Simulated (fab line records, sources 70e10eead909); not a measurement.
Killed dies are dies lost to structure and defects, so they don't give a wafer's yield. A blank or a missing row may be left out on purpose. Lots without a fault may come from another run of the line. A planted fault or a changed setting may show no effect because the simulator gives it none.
Chamber matching | flow nand_harc | NHARC_A_WL_FILL_CMP_12 on cmp-04: 4 sister chambers
The step polishes, t overpolish 30 s, target thk 100 nm. 4 wafers are shown with their chamber, then 12 later ones without.

WAFERS WITH THEIR CHAMBER
wafer  | chamber | motor_current_A (A)
L087.6 | 2       | 9.8
L089.1 | 0       | 10.7
L089.3 | 1       | 11.3
L089.6 | 3       | 13.3

WAFERS WITHOUT THEIR CHAMBER
wafer  | motor_current_A (A)
L092.1 | 9.7
L092.3 | 10.6
L092.6 | 10.0
L093.3 | 10.5
L093.4 | 13.6
L093.5 | 11.1
L094.1 | 14.4
L094.2 | 9.8
L094.5 | 14.3
L097.3 | 13.9
L097.4 | 9.9
L097.6 | 14.4

WHICH CHAMBER EACH WENT THROUGH
wafer  | from the rows above          | in truth
L092.1 | can't be placed: 2 or 0      | 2
L092.3 | can't be placed: 0 or 1 or 2 | 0
L092.6 | can't be placed: 2 or 0 or 1 | 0
L093.3 | can't be placed: 0 or 2 or 1 | 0
L093.4 | 3                            | 3
L093.5 | can't be placed: 1 or 0 or 2 | 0
L094.1 | 3                            | 3
L094.2 | can't be placed: 2 or 0      | 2
L094.5 | 3                            | 3
L097.3 | 3                            | 3
L097.4 | can't be placed: 2 or 0      | 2
L097.6 | 3                            | 3
Placed correctly: 5 of 12. Can't be placed from these rows: 7 (the true chamber is among the candidates in 7). Placed wrongly: 0.
How it was worked out, from the rows above alone: a wafer's distance from a chamber is the root of the sum, over the readings, of the square of ((its reading less the chamber's mean) divided by the reading's scatter). The wafer belongs to the nearest chamber; if the next one is less than 2 further off, it can't be placed. A chamber's mean is the mean of its shown wafers. The scatter: with one shown wafer a chamber, the root of the mean of the squares of how far each hidden wafer lies from its nearest shown one.
